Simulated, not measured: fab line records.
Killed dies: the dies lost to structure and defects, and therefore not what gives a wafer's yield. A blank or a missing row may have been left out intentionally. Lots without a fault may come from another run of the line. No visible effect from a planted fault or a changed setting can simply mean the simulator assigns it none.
Which tool did it?    flow n5Finfet    Sampling: 24 lots, 72 wafers, 3 of 1938 route steps

== WHAT EACH GAUGE READ, for each wafer ==
N5_BEOL_M8_THK_MEAS_53: measures by xrf. Usual: M8_THK gives 77.8 nm (standard deviation 1.7).
lot   measured      on            M8_THK (nm)     flag
L074  day 8 21:32   filmMetro-01  78.0 77.2 74.6  
L075  day 9 17:43   filmMetro-01  78.2 78.7 76.6  
L077  day 9 22:14   filmMetro-01  79.3 74.2 78.4  
L076  day 10 00:08  filmMetro-02  79.5 78.1 76.3  
L078  day 10 10:52  filmMetro-01  77.1 76.5 75.6  
L080  day 10 18:31  filmMetro-01  79.0 76.6 76.7  
L079  day 10 21:07  filmMetro-02  75.5 75.6 76.5  
L081  day 10 23:14  filmMetro-01  78.9 78.9 80.2  
L082  day 11 12:42  filmMetro-01  76.6 75.1 74.1  
L083  day 11 16:08  filmMetro-01  78.2 78.7 77.3  
L084  day 11 16:57  filmMetro-02  76.7 79.6 80.6  
L085  day 11 21:40  filmMetro-01  75.5 77.4 78.2  
L086  day 12 23:02  filmMetro-01  77.6 79.4 77.3  
L087  day 12 23:24  filmMetro-02  74.2 76.5 74.2  
L089  day 13 08:19  filmMetro-01  78.7 78.9 79.1  
L088  day 13 08:22  filmMetro-02  76.2 77.5 81.1  
L090  day 13 14:42  filmMetro-02  76.6 78.0 76.9  
L092  day 13 22:19  filmMetro-01  80.3 76.8 79.0  
L094  day 13 23:56  filmMetro-01  78.9 80.5 74.9  
L093  day 14 07:02  filmMetro-01  77.6 77.7 78.5  
L091  day 14 10:34  filmMetro-01  79.6 78.7 78.8  
L095  day 15 02:46  filmMetro-01  76.6 79.7 78.5  
L096  day 15 10:11  filmMetro-02  77.8 81.6 81.2  
L097  day 15 20:24  filmMetro-01  76.8 79.0 78.7  

== WHAT TOOL EACH LOT RAN ON (gives the tool, then ch and the chambers of the sampled wafers, and finally the start) ==
lot   N5_BEOL_M8_SPUTTER_48        N5_BEOL_M8_ANNEAL_51
L074  pvdSputter-03, day 8 20:44   rtpAnneal-01 ch 0, day 8 21:05
L075  pvdSputter-01, day 9 16:55   rtpAnneal-02 ch 0, day 9 17:10
L077  pvdSputter-01, day 9 21:22   rtpAnneal-01 ch 0, day 9 21:41
L076  pvdSputter-03, day 9 23:20   rtpAnneal-01 ch 0, day 9 23:32
L078  pvdSputter-01, day 10 10:02  rtpAnneal-02 ch 0, day 10 10:16
L080  pvdSputter-01, day 10 17:43  rtpAnneal-01 ch 0, day 10 17:56
L079  pvdSputter-03, day 10 20:02  rtpAnneal-02 ch 0, day 10 20:35
L081  pvdSputter-02, day 10 22:20  rtpAnneal-02 ch 0, day 10 22:40
L082  pvdSputter-01, day 11 11:51  rtpAnneal-01 ch 0, day 11 12:07
L083  pvdSputter-02, day 11 15:19  rtpAnneal-02 ch 0, day 11 15:32
L084  pvdSputter-02, day 11 16:07  rtpAnneal-01 ch 0, day 11 16:22
L085  pvdSputter-03, day 11 20:41  rtpAnneal-01 ch 0, day 11 21:01
L086  pvdSputter-03, day 12 22:01  rtpAnneal-01 ch 0, day 12 22:26
L087  pvdSputter-03, day 12 22:30  rtpAnneal-02 ch 0, day 12 22:53
L089  pvdSputter-03, day 13 07:20  rtpAnneal-02 ch 0, day 13 07:41
L088  pvdSputter-01, day 13 07:25  rtpAnneal-01 ch 0, day 13 07:51
L090  pvdSputter-01, day 13 13:41  rtpAnneal-02 ch 0, day 13 14:12
L092  pvdSputter-02, day 13 21:22  rtpAnneal-02 ch 0, day 13 21:43
L094  pvdSputter-01, day 13 22:54  rtpAnneal-01 ch 0, day 13 23:20
L093  pvdSputter-02, day 14 06:02  rtpAnneal-02 ch 0, day 14 06:29
L091  pvdSputter-01, day 14 09:25  rtpAnneal-02 ch 0, day 14 09:58
L095  pvdSputter-01, day 15 01:52  rtpAnneal-01 ch 0, day 15 02:09
L096  pvdSputter-02, day 15 09:10  rtpAnneal-02 ch 0, day 15 09:22
L097  pvdSputter-02, day 15 19:35  rtpAnneal-01 ch 0, day 15 19:48
- N5_BEOL_M8_SPUTTER_48: material Cu, target thk 10 nm, time 1.667 s.
- N5_BEOL_M8_ANNEAL_51: time 90 s.

== AS READ BY THE TOOLS THEMSELVES (means over the sampled wafers that have a number; for cases with no such wafer, the mark the record gives instead) ==
N5_BEOL_M8_SPUTTER_48. Usual: throttleValvePct at 29.4 %, with a standard deviation of 1.2.
lot   tool           throttleValvePct (%)  flag
L074  pvdSputter-03  30.8                  
L075  pvdSputter-01  28.9                  
L077  pvdSputter-01  28.8                  
L076  pvdSputter-03  29.8                  
L078  pvdSputter-01  29.2                  
L080  pvdSputter-01  28.8                  
L079  pvdSputter-03  30.1                  
L081  pvdSputter-02  30.0                  
L082  pvdSputter-01  28.6                  
L083  pvdSputter-02  29.6                  
L084  pvdSputter-02  29.5                  
L085  pvdSputter-03  30.7                  
L086  pvdSputter-03  30.9                  
L087  pvdSputter-03  31.5                  
L089  pvdSputter-03  29.9                  
L088  pvdSputter-01  28.7                  
L090  pvdSputter-01  28.0                  
L092  pvdSputter-02  29.1                  
L094  pvdSputter-01  28.7                  
L093  pvdSputter-02  29.7                  
L091  pvdSputter-01  28.6                  
L095  pvdSputter-01  28.9                  
L096  pvdSputter-02  29.4                  
L097  pvdSputter-02  29.9                  

N5_BEOL_M8_ANNEAL_51. Usual: wafer_temp_C_max at 225.71, with a standard deviation of 0.22.
lot   tool          wafer_temp_C_max  flag
L074  rtpAnneal-01  225.66            
L075  rtpAnneal-02  225.93            
L077  rtpAnneal-01  225.54            
L076  rtpAnneal-01  225.70            
L078  rtpAnneal-02  225.85            
L080  rtpAnneal-01  225.72            
L079  rtpAnneal-02  225.57            
L081  rtpAnneal-02  225.82            
L082  rtpAnneal-01  225.71            
L083  rtpAnneal-02  225.88            
L084  rtpAnneal-01  225.70            
L085  rtpAnneal-01  225.31            
L086  rtpAnneal-01  225.69            
L087  rtpAnneal-02  225.82            
L089  rtpAnneal-02  225.88            
L088  rtpAnneal-01  225.53            
L090  rtpAnneal-02  225.62            
L092  rtpAnneal-02  225.93            
L094  rtpAnneal-01  225.61            
L093  rtpAnneal-02  225.65            
L091  rtpAnneal-02  226.06            
L095  rtpAnneal-01  225.75            
L096  rtpAnneal-02  225.73            
L097  rtpAnneal-01  225.59            

== THE ANSWER, worked out from the rows above alone ==
Rule: lot off if the mean of its wafers having a number is beyond 3 standard deviations from the usual mean. Also off: a lot with no number at a reading for which 4 or more lots have one. Where the step has rows for the other lots, those lots are counted as sound. Order of review: gauges by route order, followed by the tools' own readings, for which a lot's mean as printed above is used. At the first step where some lot is off, the reading lying furthest off is the one used; lots without a number count as furthest.
Nothing can be told from this: no lot is off at any reading shown.

== WHAT THE SIMULATOR HAD PUT IN ==
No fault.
